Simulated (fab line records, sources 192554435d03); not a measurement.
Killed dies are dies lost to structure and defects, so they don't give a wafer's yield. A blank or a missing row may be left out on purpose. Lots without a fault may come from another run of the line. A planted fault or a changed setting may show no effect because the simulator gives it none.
Split-lot experiment | flow n5_finfet | 7 lots, 21 wafers read, on a route of 1938 steps

THE SPLIT
At N5_BEOL_M5_COAT_66 (time 60 s, resist thk 12 nm), the setting spin_rpm was moved away from the recipe's 1500 rpm on 4 of the 21 wafers read, by -3.8% to +10.8%. The other wafers ran this setting at the recipe's value.

FROM THE SPLIT TO THE READING: what the file shows between them, 5 steps
- N5_BEOL_M5_COAT_74: time 60 s, resist thk 5 nm
- N5_BEOL_M5_COAT_22: resist thk 30 nm
- N5_BEOL_M5_DESCUM_33: chemistry O2, time 7 s
- N5_BEOL_M5_ETCH_75: etches underlayer in N2/H2, target depth 6.5 nm, time 5.2 s
- N5_BEOL_M5_ETCH_67: etches SiARC in CF4, target depth 15.6 nm, time 26 s

THE READING
SiARC_of_BEOL_M5_COAT_66.thk_nm (the simulator's own value, which no gauge read), in nm, at N5_BEOL_M5_ETCH_68 (etches SOC in N2/H2, target depth 80 nm, overetch 16 nm, time 120 s). The file gives no usual value for it. The 17 wafers here that ran the recipe average 6.4 nm, standard deviation 0.097 nm.

wafer  | tool, chamber at the split | spin_rpm as run, rpm | against the recipe | SiARC_of_BEOL_M5_COAT_66.thk_nm, nm | against lot-mates on the recipe
L075.3 | litho_track-01, 0          | 1500                 | recipe             | 6.4                                 | -
L075.4 | litho_track-01, 0          | 1500                 | recipe             | 6.4                                 | -
L075.6 | litho_track-01, 0          | 1662                 | +10.8%             | 5.8                                 | -0.6
L076.3 | litho_track-01, 0          | 1500                 | recipe             | 6.4                                 | -
L076.5 | litho_track-01, 0          | 1500                 | recipe             | 6.4                                 | -
L076.6 | litho_track-01, 0          | 1500                 | recipe             | 6.4                                 | -
L080.1 | litho_track-01, 0          | 1500                 | recipe             | 6.6                                 | -
L080.2 | litho_track-01, 0          | 1443                 | -3.8%              | 6.8                                 | +0.3
L080.3 | litho_track-01, 0          | 1500                 | recipe             | 6.4                                 | -
L081.1 | litho_track-02, 0          | 1500                 | recipe             | 6.4                                 | -
L081.2 | litho_track-02, 0          | 1500                 | recipe             | 6.4                                 | -
L081.4 | litho_track-02, 0          | 1500                 | recipe             | 6.6                                 | -
L083.2 | litho_track-02, 0          | 1500                 | recipe             | 6.2                                 | -
L083.6 | litho_track-02, 0          | 1500                 | recipe             | 6.2                                 | -
L083.5 | litho_track-02, 0          | 1500                 | recipe             | 6.4                                 | -
L085.4 | litho_track-02, 0          | 1500                 | recipe             | 6.4                                 | -
L085.5 | litho_track-02, 0          | 1500                 | recipe             | 6.4                                 | -
L085.6 | litho_track-02, 0          | 1500                 | recipe             | 6.4                                 | -
L092.2 | litho_track-04, 0          | 1500                 | recipe             | 6.4                                 | -
L092.5 | litho_track-04, 0          | 1597                 | +6.5%              | 6                                   | -0.4
L092.6 | litho_track-04, 0          | 1597                 | +6.5%              | 6.2                                 | -0.2

THE FIT
A straight line over all 21 wafers: SiARC_of_BEOL_M5_COAT_66.thk_nm changes by -0.0568 nm for each +1% of spin_rpm; r = -0.86; the points scatter about the line by 0.11 nm.
The same after taking each lot's own level away (the mean of its wafers on the recipe; 21 wafers): -0.0544 nm for each +1%; r = -0.92; scatter 0.075 nm.
On that fit, the largest move of spin_rpm shifts the reading by 0.59 nm.
The lots' own levels span 6.27 to 6.50 nm, that is 2.4 times the standard deviation above.
So the lot-to-lot level changes the slope little: the two slopes agree.
Check: with one of the wafers moved furthest among these (+10.8%) left out of the fit, the line predicts -0.553 nm for it against its lot-mates. It came out at -0.6 nm against them.

OTHER SPLITS ON THESE WAFERS
These wafers also went through other splits before the reading. Each is held against what the fit with the lots' levels taken away leaves over:
other split on the same wafers   | wafers away from the commonest value | r with SiARC_of_BEOL_M5_COAT_66.thk_nm (lot level and that fit taken away)
N5_BEOL_M2_TRENCH_ETCH_37 time_s | 8                                    | +0.04
N5_BEOL_M3_SPUTTER_81 time_s     | 9                                    | +0.05
N5_BEOL_M5_ETCH_72 bias_w        | 3                                    | +0.19

THE WHOLE CHAIN: every reading that the file lists as answering this split, in the file's order
step               | what it does                                                        | reading                                                                            | change (the file's fit)                | r (the file's)
N5_BEOL_M5_COAT_66 | time 60 s, resist thk 12 nm                                         | SiARC_of_BEOL_M5_COAT_66.thk_nm (the simulator's own value, which no gauge read)   | -0.0568 nm for each +1% of the setting | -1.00
N5_BEOL_M5_ETCH_67 | etches SiARC in CF4, target depth 15.6 nm, time 26 s                | CAR-EUV_of_BEOL_M5_COAT_22.thk_nm (the simulator's own value, which no gauge read) | +0.0612 nm for each +1% of the setting | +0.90
N5_BEOL_M5_ETCH_67 | etches SiARC in CF4, target depth 15.6 nm, time 26 s                | etch.depth_nm (the simulator's own value, which no gauge read)                     | -0.0564 nm for each +1% of the setting | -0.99
N5_BEOL_M5_ETCH_68 | etches SOC in N2/H2, target depth 80 nm, overetch 16 nm, time 120 s | SiARC_of_BEOL_M5_COAT_66.thk_nm (the simulator's own value, which no gauge read)   | -0.0553 nm for each +1% of the setting | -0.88

THE FILE'S OWN FIT
SiARC_of_BEOL_M5_COAT_66.thk_nm changes by -0.0553 nm for each +1% of spin_rpm, r = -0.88.
